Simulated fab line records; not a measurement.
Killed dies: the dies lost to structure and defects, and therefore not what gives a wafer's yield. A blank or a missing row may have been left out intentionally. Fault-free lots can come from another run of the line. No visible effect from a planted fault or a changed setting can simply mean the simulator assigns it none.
fab line records	flow nand-harc
[record] lots = 5	wafers = 15	last-day = 33
route steps=1302 shown A_CONTACT@1021
lots with no fault: from the same line, run without faults
start-h: hours from the record's opening day to when the first of the lot's shown wafers began	wait-h: how many hours have passed since the lot's step before this one	" repeats the value in the row above	L1.1+2: a single row standing in for several wafers	- no value present, or no start provided	* or withheld: withheld	< > ~ a bound
route shown NAME@n: a module of which the file shows steps, and the number in the route of the first	usual: the fault-free wafers' mean and standard deviation	same: alike in all rows	chamber/n: place in a boat	sites: the reading at each site	_std_site: how widely they spread, as a standard deviation	_edge_site: mean of outer sites minus mean of inner sites	radius-mm: how far each site lies from the wafer's centre	mask NAME#n: copy n	behind: the last tool/chamber to shape the wafer	hold: cause of the lot's hold/its duration in hours/its outcome	device: transistor that didn't switch, given as n, p or np	end of line: the tests these same wafers got at the end of their route	a step given without rows: its recipe and nothing more	killed: at the first sort, the dies lost to defects and structure; wafer yield is something else	map: dies across one wafer; x = killed, . = not, _ = none there
set.NAME: setting as actually run; set.NAME@STEP: the setting as run at that earlier step	model.NAME: the simulator's own value behind a step, which no gauge read
a table for each step, a row for each wafer; lots at some steps of the route
services: from which hour (start-h, from the record's first day; less than 0 if before it) a tool's chamber was out of use, for how many hours, and why
[[steps]]
[step NHARC_A_CONTACT_STRIP_99]
[recipe] n2-flow-sccm = 150	h2-flow-sccm = 150	ar-flow-sccm = 0	bias-w = 0	chemistry = N2/H2
lot.wafer	tool	chamber	start-h	wait-h
L085.4+1+2	rie-diel-10	0,2,3	606.73	0.1
L084.1+2+5	rie-diel-12	0,1,3	612.08	0.1
L087.1+4+3	rie-diel-12	1,2,0	633.11	0.1
L090.1+3+6	rie-diel-10	0,1,2	649.19	0.1
L095.4+1+2	rie-diel-10	2,3,0	709.34	0.1
[step NHARC_A_CONTACT_STRIP_100]
[recipe] cf4-flow-sccm = 100	chf3-flow-sccm = 30	ar-flow-sccm = 0	bias-w = 0	chemistry = CF4/CHF3
lot.wafer	tool	chamber	start-h	wait-h
L085.1+4+2	rie-diel-10	2,0,1	606.86	0.1
L084.1+2+5	rie-diel-12	0,1,3	612.17	0.1
L087.1+3+4	rie-diel-12	1,2,0	633.20	0.1
L090.1+3+6	rie-diel-10	2,1,1	649.29	0.1
L095.2+1+4	rie-diel-10	3,1,2	709.44	0.1
[step NHARC_A_CONTACT_STRIP_101]
[recipe] o2-flow-sccm = 400	cos-flow-sccm = 20	ar-flow-sccm = 0	bias-w = 0	chemistry = O2/COS
lot.wafer	tool	chamber	start-h	wait-h
L085.2+1+4	rie-diel-10	3,0,1	606.93	0.1
L084.2+1+5	rie-diel-12	0,1,0	612.23	0.0
L087.1+3+4	rie-diel-12	0,1,2	633.27	0.1
L090.3+1+6	rie-diel-10	2,0,2	649.36	0.1
L095.4+1+2	rie-diel-10	1,2,3	709.50	0.0
[step NHARC_A_CONTACT_ETCH_102]
[recipe] target-depth-a = 1000	overetch-a = 100	time-s = 55	ion-energy-ev = 100	cf4-flow-sccm = 80	o2-flow-sccm = 20	ar-flow-sccm = 0	rf-w = 300	bias-w = 100	chemistry = CF4/O2
[usual] bias-w = 99.97/0.28	drypump-motor-current-A = 6.10/0.24	o2-flow-sccm = 20.00/0.063	oes-product-au = 0.998/0.0084	rf-vpp-V = 197.7/1.4	showerhead-plenum-p-Torr = 1.34/0.053	throttle-valve-pct = 13.397/0.0091
lot.wafer	tool	chamber	start-h	wait-h	bias-w	drypump-motor-current-A	o2-flow-sccm	oes-product-au	rf-hours-counter-h	rf-vpp-V	showerhead-plenum-p-Torr	throttle-valve-pct
L085.1	rie-diel-10	3	607.19	0.3	100.13	5.80	19.98	0.999	0	196.6	1.30	13.410
L085.2	"	0	"	"	99.66	6.17	19.96	1.008	0	197.5	1.36	13.396
L085.4	"	2	"	"	99.86	6.23	19.94	0.999	0	197.8	1.32	13.417
L084.1	rie-diel-12	0	612.29	0.1	100.17	6.20	20.03	1.004	52	197.0	1.28	13.383
L084.2	"	1	"	"	100.32	6.26	20.14	1.001	58	200.1	1.43	13.398
L084.5	"	0	"	"	100.05	6.19	20.05	1.004	-	196.0	1.28	13.392
L087.1	rie-diel-12	1	633.33	0.1	99.86	6.20	19.87	0.981	0	200.6	1.43	13.406
L087.4	"	3	"	"	100.09	5.88	20.04	0.979	0	198.3	1.42	13.396
L087.3	"	0	"	"	100.42	6.17	19.96	0.978	0	197.4	1.28	13.394
L090.3	rie-diel-10	2	649.43	0.1	99.87	6.24	20.02	0.992	11	197.5	1.31	13.402
L090.1	"	0	"	"	99.88	6.15	19.98	0.998	11	199.0	1.36	13.393
L090.6	"	1	"	"	99.98	5.66	20.06	0.988	-	198.2	1.30	13.394
L095.4	rie-diel-10	2	709.56	0.1	100.12	6.25	19.98	0.989	21	196.6	1.31	13.415
L095.2	"	3	"	"	99.92	5.82	20.06	0.991	16	197.7	1.29	13.394
L095.1	"	0	"	"	100.13	6.14	19.94	1.004	21	198.0	1.36	13.397
[step NHARC_A_CONTACT_STRIP_55]
[recipe] o2-flow-sccm = 500	ar-flow-sccm = 0	bias-w = 0	chemistry = O2
[usual] drypump-motor-current-A = 6.10/0.25	o2-flow-sccm = 499.9/1.4	oes-product-au = 0.999/0.0077	rf-vpp-V = 57.7/0.9	showerhead-plenum-p-Torr = 3.53/0.13	throttle-valve-pct = 17.037/0.0094
[same] bias-w = 0
lot.wafer	tool	chamber	start-h	wait-h	drypump-motor-current-A	o2-flow-sccm	oes-product-au	rf-hours-counter-h	rf-vpp-V	showerhead-plenum-p-Torr	throttle-valve-pct
L085.2	rie-diel-10	1	-	-	5.67	501.4	0.999	0	58.1	3.46	17.014
L085.1	"	2	"	"	6.25	500.4	0.996	0	57.3	3.48	17.039
L085.4	"	3	"	"	5.84	499.8	0.999	0	56.3	3.43	17.038
L084.1	rie-diel-12	3	-	-	5.87	501.6	1.006	57	58.4	3.74	17.049
L084.2	"	1	"	"	6.22	500.9	1.007	58	59.1	3.77	17.034
L084.5	"	0	"	"	6.22	499.6	1.009	-	57.1	3.38	17.029
L087.4	rie-diel-12	2	-	-	6.29	499.5	1.004	0	56.8	3.44	17.034
L087.3	"	3	"	"	5.86	497.0	0.990	0	57.5	3.73	17.045
L087.1	"	1	"	"	6.25	499.3	0.990	0	58.5	3.77	17.048
L090.3	rie-diel-10	1	-	-	5.69	502.9	0.981	6	59.6	3.45	17.039
L090.1	"	0	"	"	6.19	499.3	1.002	11	58.0	3.59	17.040
L090.6	"	2	"	"	6.28	500.2	1.009	-	57.6	3.47	17.040
L095.2	rie-diel-10	3	-	-	5.77	499.9	0.999	16	57.0	3.43	17.042
L095.1	"	0	"	"	6.15	502.4	1.007	21	59.9	3.59	17.027
L095.4	"	2	"	"	6.25	498.4	1.002	21	58.0	3.47	17.010
[step NHARC_A_CONTACT_STRIP_56]
[recipe] time-s = 600	temp-c = 30	chemistry = post-etch-residue-remover
lot.wafer	tool	chamber	start-h	wait-h
L085.1+2+4	wet-bench-02	2,4,7	607.58	-
L084.1+5+2	wet-bench-03	7,0,3	612.69	-
L087.1+4+3	wet-bench-03	3,5,0	633.73	-
L090.6+3+1	wet-bench-02	1,4,5	649.89	-
L095.4+2+1	wet-bench-03	2,4,5	709.96	-
[step NHARC_A_CONTACT_DEP_57]
[recipe] target-thk-a = 53000	temp-c = 400	material = aC
[usual] throttle-valve-pct = 34.999/0.0097
lot.wafer	tool	chamber	start-h	wait-h	throttle-valve-pct
L085.1	acl-dep-01	0	610.27	-	35.000
L085.2	"	0	"	"	35.007
L085.4	"	0	611.88	-	34.997
L084.1	acl-dep-01	0	613.49	-	34.982
L084.2	"	0	"	"	34.989
L084.5	"	0	615.61	-	35.019
L087.1	acl-dep-03	0	634.00	-	34.988
L087.3	"	0	635.07	-	34.987
L087.4	"	0	"	"	34.990
L090.1	acl-dep-03	0	650.16	-	34.984
L090.3	"	0	651.23	-	34.996
L090.6	"	0	652.82	-	35.002
L095.1	acl-dep-02	0	712.79	-	34.992
L095.2	"	0	"	"	34.991
L095.4	"	0	714.42	-	35.021
[step NHARC_A_CONTACT_DEP_58]
[recipe] target-thk-a = 900	target-thk-nm = 90	temp-c = 400	pressure-torr = 3.5	flow-sccm = 200	rf-w = 350	material = SiON
[usual] heater-power-w = 761/110
lot.wafer	tool	chamber	start-h	wait-h	heater-power-w
L085.2	pecvd-04	1	613.51	2.2	554
L085.1	"	2	"	"	788
L085.4	"	0	"	"	773
L084.2	pecvd-01	0	616.69	2.1	920
L084.1	"	2	"	"	686
L084.5	"	0	"	"	937
L087.1	pecvd-02	0	637.22	2.7	779
L087.3	"	2	"	"	768
L087.4	"	1	"	"	868
L090.1	pecvd-02	0	653.38	2.7	836
L090.3	"	2	"	"	712
L090.6	"	2	"	"	718
L095.1	pecvd-02	2	716.11	2.8	784
L095.2	"	0	"	"	691
L095.4	"	2	"	"	796
[step NHARC_A_CONTACT_DEHYDRATE_59]
[recipe] temp-c = 150	time-s = 120
lot.wafer	tool	chamber	start-h	wait-h
L085.1+2+4	litho-track-04	0	613.78	0.2
L084.1+2+5	litho-track-04	0	616.96	0.2
L087.1+3+4	litho-track-04	0	637.49	0.2
L090.1+3+6	litho-track-04	0	653.65	0.2
L095.1+2+4	litho-track-04	0	716.36	0.2
[step NHARC_A_CONTACT_HMDS_60]
[recipe] time-s = 30
lot.wafer	tool	chamber	start-h	wait-h
L085.1+2+4	litho-track-04	0	-	-
L084.1+2+5	litho-track-04	0	-	-
L087.1+3+4	litho-track-04	0	-	-
L090.1+3+6	litho-track-04	0	-	-
L095.1+2+4	litho-track-04	0	-	-
[step NHARC_A_CONTACT_COAT_61]
[recipe] temp-c = 260	time-s = 75
lot.wafer	tool	chamber	start-h	wait-h
L085.1+2+4	litho-track-04	0	-	-
L084.1+2+5	litho-track-04	0	-	-
L087.1+3+4	litho-track-04	0	-	-
L090.1+3+6	litho-track-04	0	-	-
L095.1+2+4	litho-track-04	0	-	-
[step NHARC_A_CONTACT_COAT_62]
[recipe] temp-c = 225	time-s = 65
lot.wafer	tool	chamber	start-h	wait-h
L085.1+2+4	litho-track-04	0	-	-
L084.1+2+5	litho-track-04	0	-	-
L087.1+3+4	litho-track-04	0	-	-
L090.1+3+6	litho-track-04	0	-	-
L095.1+2+4	litho-track-04	0	-	-
[step NHARC_A_CONTACT_COAT_63]
[recipe] spin-rpm = 1500	resist-thk-nm = 90
lot.wafer	tool	chamber	start-h	wait-h
L085.1+2+4	litho-track-04	0	-	-
L084.1+2+5	litho-track-04	0	-	-
L087.1+3+4	litho-track-04	0	-	-
L090.1+3+6	litho-track-04	0	-	-
L095.1+2+4	litho-track-04	0	-	-
[step NHARC_A_CONTACT_SOFTBAKE_64]
[recipe] temp-c = 105	time-s = 55
lot.wafer	tool	chamber	start-h	wait-h
L085.1+2+4	litho-track-04	0	-	-
L084.1+2+5	litho-track-04	0	-	-
L087.1+3+4	litho-track-04	0	-	-
L090.1+3+6	litho-track-04	0	-	-
L095.1+2+4	litho-track-04	0	-	-
[step NHARC_A_CONTACT_EBR_65]
lot.wafer	tool	chamber	start-h	wait-h
L085.1+2+4	litho-track-04	0	-	-
L084.1+2+5	litho-track-04	0	-	-
L087.1+3+4	litho-track-04	0	-	-
L090.1+3+6	litho-track-04	0	-	-
L095.1+2+4	litho-track-04	0	-	-
[step NHARC_A_CONTACT_EXPOSE_66]
[recipe] na = 1.35	sigma-outer = 0.8	dose-mj = 59.02	mask-id = A_CC_2
lot.wafer	tool	chamber	start-h	wait-h	mask
L085.1+2+4	arfi-scanner-03	0	613.97	-	A_CC_2#0
L084.1+2+5	arfi-scanner-03	0	617.27	-	A_CC_2#0
L087.1+3+4	arfi-scanner-03	0	637.80	-	A_CC_2#0
L090.1+3+6	arfi-scanner-01	0	653.83	-	A_CC_2#0
L095.1+2+4	arfi-scanner-03	0	716.67	-	A_CC_2#0
[step NHARC_A_CONTACT_PEB_67]
[recipe] peb-temp-c = 100	peb-time-s = 65
lot.wafer	tool	chamber	start-h	wait-h
L085.1+2+4	litho-track-06	0	614.03	0.1
L084.1+2+5	litho-track-06	0	617.33	0.1
L087.1+3+4	litho-track-06	0	637.86	0.1
L090.1+3+6	litho-track-01	0	653.89	0.1
L095.1+2+4	litho-track-06	0	716.73	0.1
[step NHARC_A_CONTACT_DEVELOP_68]
[recipe] develop-time-s = 35	dev-temp-c = 23
lot.wafer	tool	chamber	start-h	wait-h
L085.1+2+4	litho-track-06	0	-	-
L084.1+2+5	litho-track-06	0	-	-
L087.1+3+4	litho-track-06	0	-	-
L090.1+3+6	litho-track-01	0	-	-
L095.1+2+4	litho-track-06	0	-	-
[step NHARC_A_CONTACT_CD_MEAS_69]
[recipe] target-cd-nm = 300	landing-energy-ev = 500
[usual] cd-nm = 300.0/0.48
lot.wafer	tool	chamber	start-h	wait-h	cd-nm
L085.1	cd-sem-01	0	614.11	-	300.5
L085.2	"	0	"	"	300.2
L085.4	"	0	"	"	299.8
L084.1	cd-sem-03	0	617.42	-	300.2
L084.2	"	0	"	"	299.5
L084.5	"	0	"	"	300.0
L087.1	cd-sem-02	0	637.94	-	299.8
L087.3	"	0	"	"	299.9
L087.4	"	0	"	"	299.4
L090.1	cd-sem-01	0	653.97	-	300.1
L090.3	"	0	"	"	300.8
L090.6	"	0	"	"	300.1
L095.1	cd-sem-01	0	716.81	-	300.1
L095.2	"	0	"	"	300.2
L095.4	"	0	"	"	300.2
[step NHARC_A_CONTACT_OVL_MEAS_70]
[usual] overlay-x-nm = 0.1/0.85	overlay-y-nm = 0.1/0.79
lot.wafer	tool	chamber	start-h	wait-h	overlay-x-nm	overlay-y-nm
L085.1	overlay-01	-	614.19	-	-0.3	0.1
L085.2	"	-	"	"	-0.4	0.5
L085.4	"	-	"	"	-0.6	0.2
L084.1	overlay-01	-	617.51	-	0.8	0.6
L084.2	"	-	"	"	0.6	0.6
L084.5	"	-	"	"	1.0	0.3
L087.1	overlay-01	-	638.02	-	0.2	-0.6
L087.3	"	-	"	"	0.5	-1.2
L087.4	"	-	"	"	0.8	-0.2
L090.1	overlay-02	-	654.06	-	-0.2	-1.0
L090.3	"	-	"	"	-0.1	-0.4
L090.6	"	-	"	"	-0.3	-0.6
L095.1	overlay-01	-	716.89	-	0.6	0.3
L095.2	"	-	"	"	0.5	0.1
L095.4	"	-	"	"	-0.1	-0.1
[step NHARC_A_CONTACT_INSPECT_71]
[usual] raw-defect-count = 89/42
lot.wafer	tool	chamber	start-h	wait-h	raw-defect-count
L085.1	defect-inspect-02	-	614.23	0.0	143
L085.2	"	-	"	"	158
L085.4	"	-	"	"	145
L084.1	defect-inspect-02	-	617.55	0.0	24
L084.2	"	-	"	"	22
L084.5	"	-	"	"	15
L087.1	defect-inspect-01	-	638.06	0.0	155
L087.3	"	-	"	"	125
L087.4	"	-	"	"	126
L090.1	defect-inspect-01	-	654.10	0.0	127
L090.3	"	-	"	"	107
L090.6	"	-	"	"	112
L095.1	defect-inspect-02	-	716.93	0.0	40
L095.2	"	-	"	"	37
L095.4	"	-	"	"	33
[step NHARC_A_CONTACT_DESCUM_74]
[recipe] time-s = 3	o2-flow-sccm = 200	ar-flow-sccm = 0	bias-power-w = 0	chemistry = O2
[usual] drypump-motor-current-A = 6.08/0.26	o2-flow-sccm = 199.9/0.65	oes-product-au = 0.999/0.0067	rf-vpp-V = 57.9/0.91	showerhead-plenum-p-Torr = 1.91/0.078	throttle-valve-pct = 11.310/0.0089
lot.wafer	tool	chamber	start-h	wait-h	drypump-motor-current-A	o2-flow-sccm	oes-product-au	rf-hours-counter-h	rf-vpp-V	showerhead-plenum-p-Torr	throttle-valve-pct
L085.1	rie-diel-10	1	614.29	0.1	5.66	198.4	0.992	1	57.3	1.87	11.309
L085.2	"	2	"	"	6.27	200.5	0.996	2	57.9	1.88	11.307
L085.4	"	0	"	"	6.17	200.6	1.007	1	57.1	1.95	11.310
L084.2	rie-diel-13	0	617.62	0.1	5.97	199.5	1.002	32	56.9	1.91	11.302
L084.1	"	1	"	"	6.43	199.9	1.015	27	60.1	2.07	11.322
L084.5	"	0	"	"	5.98	200.3	0.998	-	59.0	1.90	11.319
L087.1	rie-diel-13	3	638.12	0.1	6.59	200.3	0.994	36	57.2	1.81	11.321
L087.4	"	0	"	"	5.98	200.0	0.999	39	58.8	1.90	11.315
L087.3	"	1	"	"	6.41	198.9	1.008	33	58.7	2.07	11.302
L090.1	rie-diel-10	0	654.18	0.1	6.19	200.7	1.003	12	58.5	1.95	11.298
L090.3	"	1	"	"	5.66	198.5	0.996	7	56.6	1.87	11.308
L090.6	"	3	"	"	5.84	199.8	1.003	-	57.5	1.86	11.313
L095.2	rie-diel-12	3	716.99	0.1	5.88	199.8	0.993	34	58.7	2.02	11.310
L095.4	"	1	"	"	6.22	200.1	0.994	27	56.4	2.05	11.298
L095.1	"	2	"	"	6.30	201.0	0.994	31	56.7	1.86	11.315
[step NHARC_A_CONTACT_ETCH_75]
[recipe] target-depth-a = 390	over-etch-frac = 0.3	time-s = 65	ion-energy-ev = 80	cf4-flow-sccm = 150	ar-flow-sccm = 0	rf-w = 300	bias-w = 100	chemistry = CF4
[usual] bias-w = 99.93/0.3	drypump-motor-current-A = 6.07/0.24	oes-product-au = 0.998/0.0078	rf-vpp-V = 151.3/1.2	showerhead-plenum-p-Torr = 1.77/0.068	throttle-valve-pct = 13.284/0.0098
lot.wafer	tool	chamber	start-h	wait-h	bias-w	drypump-motor-current-A	oes-product-au	rf-hours-counter-h	rf-vpp-V	showerhead-plenum-p-Torr	throttle-valve-pct
L085.4	rie-diel-10	3	614.38	0.1	100.61	5.82	0.994	2	151.3	1.72	13.281
L085.2	"	0	"	"	99.94	6.18	1.003	1	153.2	1.80	13.286
L085.1	"	1	"	"	99.85	5.67	0.992	1	150.2	1.73	13.299
L084.1	rie-diel-13	1	617.69	0.1	99.37	6.39	1.006	27	153.1	1.90	13.289
L084.2	"	0	"	"	100.01	5.95	1.000	32	150.6	1.76	13.279
L084.5	"	1	"	"	99.60	6.41	1.007	-	154.4	1.90	13.290
L087.1	rie-diel-13	2	638.21	0.1	100.48	5.99	1.009	34	150.2	1.76	13.302
L087.4	"	3	"	"	99.71	6.53	0.993	36	150.0	1.68	13.278
L087.3	"	0	"	"	100.02	5.99	0.993	39	151.8	1.76	13.294
L090.3	rie-diel-10	0	654.73	0.5	100.31	6.16	0.992	12	150.7	1.80	13.292
L090.1	"	2	"	"	99.65	6.25	0.996	12	149.4	1.74	13.294
L090.6	"	0	"	"	100.34	6.15	0.998	-	151.6	1.80	13.262
L095.1	rie-diel-12	2	717.08	0.1	100.20	6.35	0.990	31	150.2	1.72	13.302
L095.4	"	0	"	"	99.34	6.19	0.999	30	150.2	1.69	13.274
L095.2	"	1	"	"	100.29	6.21	0.997	27	152.0	1.88	13.282
[step NHARC_A_CONTACT_ETCH_76]
[recipe] target-depth-a = 2600	over-etch-frac = 0.3	time-s = 475.3	ion-energy-ev = 200	n2-flow-sccm = 150	h2-flow-sccm = 150	ar-flow-sccm = 0	rf-w = 400	bias-w = 150	chemistry = N2/H2
[usual] bias-w = 150.0/0.41	drypump-motor-current-A = 6.07/0.26	oes-product-au = 0.999/0.0066	rf-vpp-V = 430.6/2.5	showerhead-plenum-p-Torr = 2.04/0.086	throttle-valve-pct = 14.171/0.0086
lot.wafer	tool	chamber	start-h	wait-h	bias-w	drypump-motor-current-A	oes-product-au	rf-hours-counter-h	rf-vpp-V	showerhead-plenum-p-Torr	throttle-valve-pct
L085.1	rie-diel-10	0	-	-	149.9	6.15	1.006	1	431.8	2.08	14.172
L085.4	"	2	"	"	149.6	6.28	0.997	2	429.4	2.01	14.168
L085.2	"	3	"	"	150.2	5.81	0.999	2	427.9	1.98	14.166
L084.2	rie-diel-13	1	-	-	149.5	6.44	1.009	27	435.3	2.21	14.162
L084.1	"	0	"	"	150.6	5.99	1.002	33	431.2	2.03	14.166
L084.5	"	1	"	"	149.4	6.43	0.994	-	436.2	2.21	14.168
L087.4	rie-diel-13	3	-	-	149.8	6.66	1.002	36	426.3	1.92	14.166
L087.3	"	0	"	"	150.3	5.99	0.995	39	431.1	2.03	14.191
L087.1	"	1	"	"	150.3	6.40	1.000	33	435.1	2.21	14.156
L090.1	rie-diel-10	0	-	-	149.8	6.17	0.996	12	429.7	2.08	14.166
L090.3	"	1	"	"	149.5	5.67	1.002	7	428.7	1.99	14.183
L090.6	"	0	"	"	150.0	6.17	1.004	-	431.3	2.08	14.165
L095.1	rie-diel-12	0	-	-	150.4	6.19	0.998	31	426.4	1.94	14.179
L095.4	"	1	"	"	149.8	6.23	0.991	27	434.1	2.19	14.164
L095.2	"	3	"	"	149.6	5.88	0.990	34	433.6	2.16	14.161
[step NHARC_A_CONTACT_ETCH_77]
[recipe] target-depth-a = 1089	time-s = 54.5	cf4-flow-sccm = 100	chf3-flow-sccm = 30	ar-flow-sccm = 0	rf-w = 500	bias-w = 200	chemistry = CF4/CHF3
[usual] bias-w = 200.0/0.62	drypump-motor-current-A = 6.07/0.25	oes-product-au = 0.935/0.022	rf-vpp-V = 370.7/2.2	showerhead-plenum-p-Torr = 1.58/0.062	throttle-valve-pct = 16.804/0.0093
lot.wafer	tool	chamber	start-h	wait-h	bias-w	drypump-motor-current-A	oes-product-au	rf-hours-counter-h	rf-vpp-V	showerhead-plenum-p-Torr	throttle-valve-pct
L085.2	rie-diel-10	1	-	-	199.8	5.65	0.926	1	369.1	1.54	16.808
L085.4	"	2	"	"	200.6	6.24	0.919	2	369.1	1.55	16.798
L085.1	"	3	"	"	200.4	5.78	0.923	2	370.2	1.53	16.809
L084.2	rie-diel-13	2	-	-	199.4	5.98	0.981	29	370.7	1.57	16.809
L084.1	"	3	"	"	200.1	6.59	0.961	30	369.0	1.49	16.801
L084.5	"	1	"	"	199.7	6.40	0.969	-	373.8	1.69	16.816
L087.3	rie-diel-13	3	-	-	199.6	6.59	0.920	36	367.9	1.49	16.806
L087.4	"	0	"	"	199.6	5.96	0.923	39	371.3	1.57	16.810
L087.1	"	2	"	"	199.1	6.00	0.935	34	370.2	1.56	16.826
L090.3	rie-diel-10	1	-	-	199.9	5.66	0.917	7	369.8	1.54	16.812
L090.1	"	2	"	"	200.2	6.24	0.927	12	370.6	1.55	16.791
L090.6	"	1	"	"	200.3	5.69	0.921	-	369.8	1.54	16.796
L095.1	rie-diel-12	2	-	-	200.5	6.30	0.969	31	370.0	1.53	16.796
L095.2	"	3	"	"	202.3	5.85	0.959	34	372.5	1.66	16.812
L095.4	"	0	"	"	200.1	6.22	0.960	31	366.8	1.50	16.805
[step NHARC_A_CONTACT_ETCH_78]
[recipe] target-depth-a = 53000	over-etch-frac = 0.3	time-s = 1378	ion-energy-ev = 150	o2-flow-sccm = 400	cos-flow-sccm = 20	ar-flow-sccm = 0	rf-w = 500	bias-w = 300	chemistry = O2/COS
[usual] bias-w = 300.0/0.95	drypump-motor-current-A = 6.08/0.25	o2-flow-sccm = 400.1/1.2	oes-product-au = 1.000/0.0074	rf-vpp-V = 314.1/1.9	showerhead-plenum-p-Torr = 3.12/0.12	throttle-valve-pct = 28.330/0.0087
lot.wafer	tool	chamber	start-h	wait-h	bias-w	drypump-motor-current-A	o2-flow-sccm	oes-product-au	rf-hours-counter-h	rf-vpp-V	showerhead-plenum-p-Torr	throttle-valve-pct
L085.2	rie-diel-10	2	-	-	301.1	6.27	400.0	1.004	2	312.9	3.08	28.331
L085.4	"	3	"	"	299.0	5.81	400.0	0.998	2	313.1	3.04	28.336
L085.1	"	0	"	"	300.3	6.16	399.1	1.010	2	315.9	3.18	28.324
L084.2	rie-diel-13	3	-	-	299.8	6.59	401.9	0.997	30	311.9	2.96	28.326
L084.1	"	1	"	"	300.7	6.43	401.9	1.007	28	318.2	3.36	28.320
L084.5	"	3	"	"	300.0	6.60	401.4	0.995	-	309.9	2.96	28.309
L087.3	rie-diel-13	2	-	-	298.4	5.94	399.6	1.003	34	314.3	3.10	28.333
L087.4	"	0	"	"	299.1	5.99	401.1	0.991	39	315.6	3.11	28.344
L087.1	"	1	"	"	302.2	6.44	399.5	1.001	33	316.8	3.36	28.330
L090.1	rie-diel-10	3	-	-	300.1	5.85	398.3	0.987	8	313.5	3.03	28.339
L090.3	"	0	"	"	298.7	6.17	401.6	0.995	13	315.1	3.18	28.332
L090.6	"	3	"	"	300.1	5.82	400.5	0.995	-	312.2	3.03	28.332
L095.2	rie-diel-12	0	-	-	299.7	6.20	398.4	0.995	31	310.5	2.98	28.324
L095.1	"	1	"	"	300.2	6.23	400.0	0.986	28	315.8	3.33	28.342
L095.4	"	3	"	"	299.9	5.90	400.8	1.001	35	316.5	3.29	28.342
[step NHARC_A_CONTACT_ETCH_124]
[recipe] source-w = withheld	pressure-mtorr = 20	bias-v = withheld	time-s = 140	target-depth-a = 7000	ar-flow-sccm = withheld	c4f8-flow-sccm = withheld	o2-flow-sccm = withheld	chemistry = C4F8/O2/Ar
[usual] oes-air-line-au = 1.001/0.02
lot.wafer	tool	chamber	start-h	wait-h	oes-air-line-au	rf-hours-counter-h
L085.2	har-cap-etch-01	1	615.83	-	1.023	16
L085.1	"	0	"	"	0.946	16
L085.4	"	1	"	"	1.008	-
L084.2	har-cap-etch-02	0	619.14	-	0.973	104
L084.1	"	1	"	"	0.977	104
L084.5	"	1	"	"	0.991	-
L087.1	har-cap-etch-02	1	639.69	-	0.995	108
L087.4	"	0	"	"	1.021	-
L087.3	"	1	"	"	1.003	-
L090.1	har-cap-etch-01	0	656.17	-	1.049	25
L090.3	"	0	"	"	1.010	-
L090.6	"	1	"	"	0.972	-
L095.1	har-cap-etch-01	1	718.64	-	1.012	36
L095.2	"	0	"	"	1.005	36
L095.4	"	1	"	"	1.026	-
[[services]]
tool	chamber	start-h	hours	kind
har-cap-etch-02	-	585.38	0.2	repair
pecvd-02	-	589.08	13.0	pm
pecvd-01	-	591.97	1.1	repair
arfi-scanner-01	-	596.00	4.0	pm
wet-bench-02	-	596.00	8.0	pm
rie-diel-10	-	596.72	9.0	pm
rie-diel-10	0	596.72	9.0	vent-cycle
rie-diel-10	1	596.72	9.0	vent-cycle
acl-dep-02	-	606.24	13.0	pm
rie-diel-12	-	623.18	9.0	pm
rie-diel-10	1	624.97	18.9	repair
pecvd-04	-	631.45	13.0	pm
rie-diel-10	3	634.00	16.1	repair
pecvd-01	1	655.89	113.5	repair
rie-diel-13	3	668.17	6.5	repair
acl-dep-03	-	670.86	13.0	pm
pecvd-02	2	671.73	7.2	repair
pecvd-01	-	673.26	13.0	pm
litho-track-01	-	680.00	7.0	pm
rie-diel-12	0	685.69	1.4	repair
rie-diel-13	-	696.11	9.0	pm
litho-track-06	-	704.00	7.0	pm
pecvd-04	-	711.98	4.5	repair
arfi-scanner-03	-	712.00	4.0	pm
[[key]]
fault none
